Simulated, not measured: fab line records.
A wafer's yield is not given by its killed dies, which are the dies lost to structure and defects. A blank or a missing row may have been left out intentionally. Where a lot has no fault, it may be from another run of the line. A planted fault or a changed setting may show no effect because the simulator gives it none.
A struck lot beside a sound one + flow nand harc + 25 steps out of a route of 1302
Sound: the wafers L483.3, L483.4, L483.6. Struck: wafer L488.5 (L488.3, L488.4, from the same lot, were not struck and are left out); the cause is given at the end.
For every step that has rows: the tool of each side, followed by ch and its chambers, followed by its first start. Under that, the readings that differ: sound wafers + struck wafers + difference of the means + sigmas: that difference in standard deviations of wafers without a fault.
alike: words and numbers the same on both sides, and readings whose means are apart by under 2 such deviations; not compared: readings that were withheld, readings missing a value for some wafer, numbers with overlapping values and no deviation given by the record, and bounds like >300 which may hide the same value.
The two part at a step that has a row with sigmas, a row that says differs or no value, or rows on one side only. Numbers that have no deviation but don't overlap get no sigmas and don't part them. Lack of a reading on every wafer of one side parts them only where that side has two or more wafers.

first, 5 steps without rows for these wafers: NHARC_P_GATE_PRECLEAN_71 (cleans in SC1); NHARC_P_GATE_SRD_72; NHARC_P_GATE_OXIDE_16 (material SiO2, target thk 3 nm, ox time 392 s); NHARC_P_GATE_CVD_17 (deposits poly-Si, target thk 150 nm, time 900 s); NHARC_P_GATE_HM_DEP_102 (deposits aC, target thk 120 nm).
NHARC_P_GATE_DEP_103: deposits SiON, target thk 30 nm.
  sound on pecvd-02 ch 0,2, day 5 13:56; struck on pecvd-01 ch 0, day 7 23:43
  alike: heater power w
then, 6 steps without rows for these wafers: NHARC_P_GATE_DEHYDRATE_18 (time 120 s); NHARC_P_GATE_HMDS_19 (time 30 s); NHARC_P_GATE_COAT_20 (resist thk 90 nm); NHARC_P_GATE_SOFTBAKE_21 (time 55 s); NHARC_P_GATE_EBR_22; NHARC_P_GATE_EXPOSE_23 (exposes mask P GATE, target cd 120 nm).
NHARC_P_GATE_PEB_24: peb time 65 s.
  sound on litho track-04 ch 0, day 5 14:32; struck on litho track-01 ch 0, day 8 00:16
then, 1 step without rows for these wafers: NHARC_P_GATE_DEVELOP_25 (develop time 35 s).
NHARC_P_GATE_CD_MEAS_26: the cd target is 120 nm.
  sound on cd sem-03 ch 0, day 5 14:38; struck on cd sem-01 ch 0, day 8 00:20
| reading    | sound             | struck | difference | sigmas |
|------------|-------------------|--------|------------|--------|
| cd nm (nm) | 119.0 119.1 119.3 | 111.6  | -7.5       | -14    |
NHARC_P_GATE_OVL_MEAS_27:
  sound: overlay-01 at day 5 14:43; struck: overlay-02 at day 8 00:25
  alike: overlay x nm, overlay y nm
NHARC_P_GATE_INSPECT_28:
  sound: defect inspect-01 at day 5 14:45; struck: defect inspect-01 at day 8 00:28
  alike: raw defect count
NHARC_P_GATE_DESCUM_31: chemistry O2, time 3 s.
  sound on rie diel-10 ch 0,1,2, day 5 14:49; struck on rie diel-12 ch 3, day 8 00:32
| reading                 | sound             | struck | difference | sigmas |
|-------------------------|-------------------|--------|------------|--------|
| rf vpp V (V)            | 56.3 56.8 57.4    | 58.9   | +2.1       | +2     |
| model.P_GATE.cd nm (nm) | 118.2 119.1 119.4 | 111.7  | -7.2       |        |
  alike: drypump motor current A, oes product au, showerhead plenum p Torr, throttle valve pct
  not compared: rf hours counter h
NHARC_P_GATE_ETCH_104: etches the open film in CF4/CHF3, target depth 60 nm.
  sound on rie diel-10 ch 1,2,3, day 5 14:53; struck on rie diel-12 ch 1, day 8 00:37
| reading               | sound             | struck | difference | sigmas |
|-----------------------|-------------------|--------|------------|--------|
| oes product au (a.u.) | 0.930 0.926 0.925 | 0.978  | +0.051     | +2     |
  alike: bias w, drypump motor current A, rf vpp V, showerhead plenum p Torr, throttle valve pct
NHARC_P_GATE_HM_OPEN_105: chemistry O2/COS, target depth 360 nm.
  sound on rie diel-10 ch 2,3; struck on rie diel-12 ch 0
| reading                | sound                | struck | difference | sigmas |
|------------------------|----------------------|--------|------------|--------|
| bias w (W)             | 298.7 300.5 299.1    | 302.1  | +2.7       | +3     |
| throttle valve pct (%) | 28.345 28.329 28.328 | 28.312 | -0.022     | -2     |
  alike: drypump motor current A, oes product au, rf vpp V, showerhead plenum p Torr
  not compared: rf hours counter h
then, 1 step without rows for these wafers: NHARC_P_GATE_STRIP_106 (strips in O2/COS).
NHARC_P_GATE_ETCH_114: etches the open film in CF4/O2, target depth 30 nm, overetch 3 nm, time 16.5 s.
  sound on rie diel-10 ch 0,2; struck on rie diel-12 ch 1
| reading              | sound               | struck | difference | sigmas |
|----------------------|---------------------|--------|------------|--------|
| bias w (W)           | 99.72 100.47 100.62 | 99.64  | -0.63      | -2     |
| oes_ar_750_au (a.u.) | 0.998 0.992 1.001   | 1.008  | +0.011     | +2     |
  alike: drypump motor current A, oes product au, rf vpp V, showerhead plenum p Torr, throttle valve pct
  not compared: rf hours counter h
NHARC_P_GATE_ETCH_32: etches the open film in HBr/Cl2, target depth 150 nm, time 100.1 s.
  sound on rie si-06 ch 0,2, day 5 15:20; struck on rie si-06 ch 3, day 8 01:00
| reading                 | sound             | struck | difference | sigmas |
|-------------------------|-------------------|--------|------------|--------|
| oes product au (a.u.)   | 0.992 1.003 0.985 | 1.007  | +0.014     | +2     |
| model.P_GATE.cd nm (nm) | 118.2 122.7 121.7 | 111.7  | -9.2       |        |
  alike: bias w, drypump motor current A, throttle valve pct
  not compared: rf hours counter h
NHARC_P_GATE_STRIP_108: strips in O2.
  sound on rie diel-10 ch 0,2,3, day 5 15:31; struck on rie diel-10 ch 3, day 8 01:08
  alike: drypump motor current A, oes product au, rf vpp V, showerhead plenum p Torr, throttle valve pct
  not compared: rf hours counter h
then, 1 step without rows for these wafers: NHARC_END_SORT_01.

== WHERE THEY PART ==
First at NHARC_P_GATE_CD_MEAS_26; last, within this record, at NHARC_P_GATE_ETCH_32. Later steps at which nothing parts them and some readings are alike: NHARC_P_GATE_STRIP_108.

WHY: what had been put in by the simulator
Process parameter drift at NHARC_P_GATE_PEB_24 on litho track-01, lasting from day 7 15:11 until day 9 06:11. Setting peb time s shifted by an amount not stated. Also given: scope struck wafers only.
